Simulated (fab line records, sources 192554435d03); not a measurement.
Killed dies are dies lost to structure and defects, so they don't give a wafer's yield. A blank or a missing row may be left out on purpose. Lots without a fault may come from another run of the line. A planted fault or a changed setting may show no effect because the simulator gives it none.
Which tool did it? | flow n5_finfet | 23 lots, 69 wafers sampled, at 3 steps of a route of 1938

WHAT THE GAUGES READ, wafer by wafer
N5_BEOL_M1_OVL_MEAS_12. Usual: M1_OVL -0.6 nm, standard deviation 0.85.
lot  | measured     | on         | M1_OVL (nm)    | flag
L074 | day 5 23:27  | overlay-02 | -0.6 0.2 -0.7  |
L075 | day 6 02:23  | overlay-01 | -1.3 -1.7 -0.5 |
L076 | day 6 09:40  | overlay-02 | 0.6 0.2 0.9    |
L077 | day 6 23:35  | overlay-01 | 0.2 0.0 -1.7   |
L078 | day 7 03:50  | overlay-01 | -1.9 -2.4 -2.2 |
L080 | day 7 19:49  | overlay-01 | -0.3 0.1 0.9   |
L081 | day 8 05:24  | overlay-01 | -1.8 -1.4 -1.7 |
L083 | day 8 05:46  | overlay-01 | -1.2 -0.7 0.1  |
L082 | day 8 06:30  | overlay-01 | 0.9 0.3 1.2    |
L085 | day 8 17:53  | overlay-01 | -1.0 -2.5 -0.8 |
L084 | day 8 23:12  | overlay-01 | 0.6 -0.6 -0.1  |
L086 | day 9 02:52  | overlay-01 | 0.2 0.0 -0.6   |
L087 | day 9 09:23  | overlay-01 | -0.3 -0.5 -0.8 |
L088 | day 9 09:29  | overlay-01 | -0.2 -0.4 -1.1 |
L089 | day 9 15:42  | overlay-01 | 0.3 -0.1 0.5   |
L090 | day 10 01:56 | overlay-01 | -0.4 0.8 0.3   |
L091 | day 10 05:00 | overlay-01 | -1.2 -1.0 0.0  |
L092 | day 10 18:54 | overlay-01 | -0.9 0.1 -0.4  |
L093 | day 10 20:03 | overlay-01 | -0.2 -0.6 -0.4 |
L094 | day 11 05:42 | overlay-01 | 0.0 -0.6 -1.3  |
L095 | day 11 11:35 | overlay-01 | -1.1 -1.0 -1.0 |
L096 | day 11 14:58 | overlay-01 | -1.6 -1.4 0.0  |
L097 | day 11 22:29 | overlay-01 | 0.8 -0.3 1.1   |

WHICH TOOL RAN EACH LOT (tool, then ch and the chambers of the sampled wafers, then the start)
lot  | N5_BEOL_M0_CMP_120            | N5_BEOL_M0_DEP_125
L074 | cmp-04 ch 0,1,2, day 5 21:47  | pecvd-01 ch 1,2, day 5 22:22
L075 | cmp-01 ch 0,3, day 6 00:26    | pecvd-03 ch 0,1,2, day 6 00:55
L076 | cmp-03 ch 0,1, day 6 07:22    | pecvd-03 ch 1,2, day 6 07:54
L077 | cmp-04 ch 0,1,3, day 6 20:34  | pecvd-02 ch 1,2, day 6 21:13
L078 | cmp-03 ch 1,3, day 7 02:36    | pecvd-03 ch 0,2, day 7 03:03
L080 | cmp-03 ch 1,2, day 7 18:37    | pecvd-02 ch 0,2, day 7 19:06
L081 | cmp-03 ch 0,1,3, day 8 03:43  | pecvd-01 ch 0,1, day 8 04:11
L083 | cmp-01 ch 1,2,3, day 8 03:50  | pecvd-02 ch 1,2, day 8 04:20
L082 | cmp-03 ch 0,3, day 8 05:10    | pecvd-02 ch 0,1, day 8 05:40
L085 | cmp-01 ch 0,2,3, day 8 15:29  | pecvd-03 ch 0,1,2, day 8 15:59
L084 | cmp-03 ch 0,1,3, day 8 18:27  | pecvd-02 ch 0,2, day 8 18:52
L086 | cmp-04 ch 0,2, day 8 23:56    | pecvd-02 ch 1,2, day 9 00:38
L087 | cmp-03 ch 0,2, day 9 03:52    | pecvd-02 ch 0,2, day 9 04:24
L088 | cmp-04 ch 0,1,2, day 9 04:14  | pecvd-03 ch 0,1,2, day 9 04:37
L089 | cmp-03 ch 0,1, day 9 14:08    | pecvd-03 ch 1, day 9 14:39
L090 | cmp-03 ch 0,1,2, day 10 00:44 | pecvd-02 ch 0,2, day 10 01:12
L091 | cmp-04 ch 0,1,2, day 10 01:11 | pecvd-02 ch 0,2, day 10 01:49
L092 | cmp-01 ch 1,3, day 10 15:25   | pecvd-03 ch 0,2, day 10 15:52
L093 | cmp-01 ch 0,2,3, day 10 17:53 | pecvd-03 ch 1,2, day 10 18:19
L094 | cmp-03 ch 1,2,3, day 11 02:15 | pecvd-02 ch 0,1, day 11 02:44
L095 | cmp-04 ch 2,3, day 11 09:53   | pecvd-02 ch 0,2, day 11 10:22
L096 | cmp-04 ch 0,1,3, day 11 12:28 | pecvd-03 ch 1,2, day 11 12:58
L097 | cmp-01 ch 0,1,2, day 11 20:00 | pecvd-03 ch 0,2, day 11 20:29
- N5_BEOL_M0_CMP_120: polishes, stops on SiOC, t overpolish 6.9 s.
- N5_BEOL_M0_DEP_125: deposits SiCN from 3MS/NH3, target thk 8 nm, time 14 s.

WHAT THE TOOLS THEMSELVES READ (means of the sampled wafers that have a number; where no wafer has one, the mark that the record gives instead)
N5_BEOL_M0_CMP_120. Usual: barrier_field_endpoint_s 3.67 s, standard deviation 0.17; motor_current_A 6.0 A, standard deviation 0.58; overpolish_run_s 6.901 s, standard deviation 0.0081; time_to_endpoint_s 63 s, standard deviation 4.5.
lot  | tool   | barrier_field_endpoint_s (s) | motor_current_A (A) | overpolish_run_s (s) | time_to_endpoint_s (s) | flag
L074 | cmp-04 | 3.48                         | 6.0                 | 6.897                | 64                     |
L075 | cmp-01 | 3.55                         | 6.5                 | 6.902                | 59                     |
L076 | cmp-03 | 3.69                         | 5.5                 | 6.900                | 68                     |
L077 | cmp-04 | 3.60                         | 6.3                 | 6.901                | 61                     |
L078 | cmp-03 | 3.55                         | 6.0                 | 6.902                | 67                     |
L080 | cmp-03 | 3.64                         | 5.4                 | 6.903                | 64                     |
L081 | cmp-03 | 3.65                         | 5.8                 | 6.910                | 64                     |
L083 | cmp-01 | 3.59                         | 6.2                 | 6.901                | 59                     |
L082 | cmp-03 | 3.64                         | 6.1                 | 6.910                | 63                     |
L085 | cmp-01 | 3.60                         | 6.1                 | 6.902                | 65                     |
L084 | cmp-03 | 3.80                         | 5.8                 | 6.899                | 67                     |
L086 | cmp-04 | 3.88                         | 6.1                 | 6.903                | 64                     |
L087 | cmp-03 | 3.79                         | 5.2                 | 6.890                | 67                     |
L088 | cmp-04 | 3.82                         | 6.1                 | 6.909                | 63                     |
L089 | cmp-03 | 3.75                         | 5.6                 | 6.897                | 67                     |
L090 | cmp-03 | 3.87                         | 5.5                 | 6.902                | 67                     |
L091 | cmp-04 | 3.68                         | 6.2                 | 6.898                | 63                     |
L092 | cmp-01 | 3.69                         | 6.9                 | 6.899                | 63                     |
L093 | cmp-01 | 3.62                         | 6.0                 | 6.903                | 61                     |
L094 | cmp-03 | 3.61                         | 5.6                 | 6.905                | 68                     |
L095 | cmp-04 | 3.47                         | 6.0                 | 6.892                | 60                     |
L096 | cmp-04 | 3.66                         | 6.2                 | 6.898                | 59                     |
L097 | cmp-01 | 3.56                         | 6.0                 | 6.905                | 59                     |

N5_BEOL_M0_DEP_125. Usual: showerhead_plenum_p_Torr 3.661 Torr, standard deviation 0.012; throttle_valve_pct 8.9 %, standard deviation 0.55.
lot  | tool     | showerhead_plenum_p_Torr (Torr) | throttle_valve_pct (%) | flag
L074 | pecvd-01 | 3.672                           | 9.1                    |
L075 | pecvd-03 | 3.662                           | 9.0                    |
L076 | pecvd-03 | 3.659                           | 9.1                    |
L077 | pecvd-02 | 3.661                           | 8.6                    |
L078 | pecvd-03 | 3.652                           | 8.6                    |
L080 | pecvd-02 | 3.658                           | 8.4                    |
L081 | pecvd-01 | 3.666                           | 9.5                    |
L083 | pecvd-02 | 3.669                           | 9.0                    |
L082 | pecvd-02 | 3.668                           | 9.2                    |
L085 | pecvd-03 | 3.664                           | 8.8                    |
L084 | pecvd-02 | 3.650                           | 8.5                    |
L086 | pecvd-02 | 3.658                           | 8.5                    |
L087 | pecvd-02 | 3.657                           | 8.3                    |
L088 | pecvd-03 | 3.663                           | 8.9                    |
L089 | pecvd-03 | 3.670                           | 9.5                    |
L090 | pecvd-02 | 3.654                           | 8.7                    |
L091 | pecvd-02 | 3.652                           | 8.7                    |
L092 | pecvd-03 | 3.659                           | 8.7                    |
L093 | pecvd-03 | 3.649                           | 8.7                    |
L094 | pecvd-02 | 3.659                           | 9.1                    |
L095 | pecvd-02 | 3.653                           | 8.7                    |
L096 | pecvd-03 | 3.657                           | 8.6                    |
L097 | pecvd-03 | 3.655                           | 8.7                    |

THE ANSWER, worked out from the rows above alone
Rule: a lot is off if the mean of its wafers that have a number lies more than 3 standard deviations from the usual mean. A lot without any number at a reading at which 4 lots or more have one is off too. The other lots that the step has rows for count as sound. The gauges are gone through in route order, then the tools' own readings, and for those a lot's mean is taken as printed above. The first step at which some lot is off is used, and at that step the reading that is off furthest; a lot without a number counts as furthest.
No lot is off at any reading shown: from this, nothing can be told.

WHAT THE SIMULATOR HAD PUT IN
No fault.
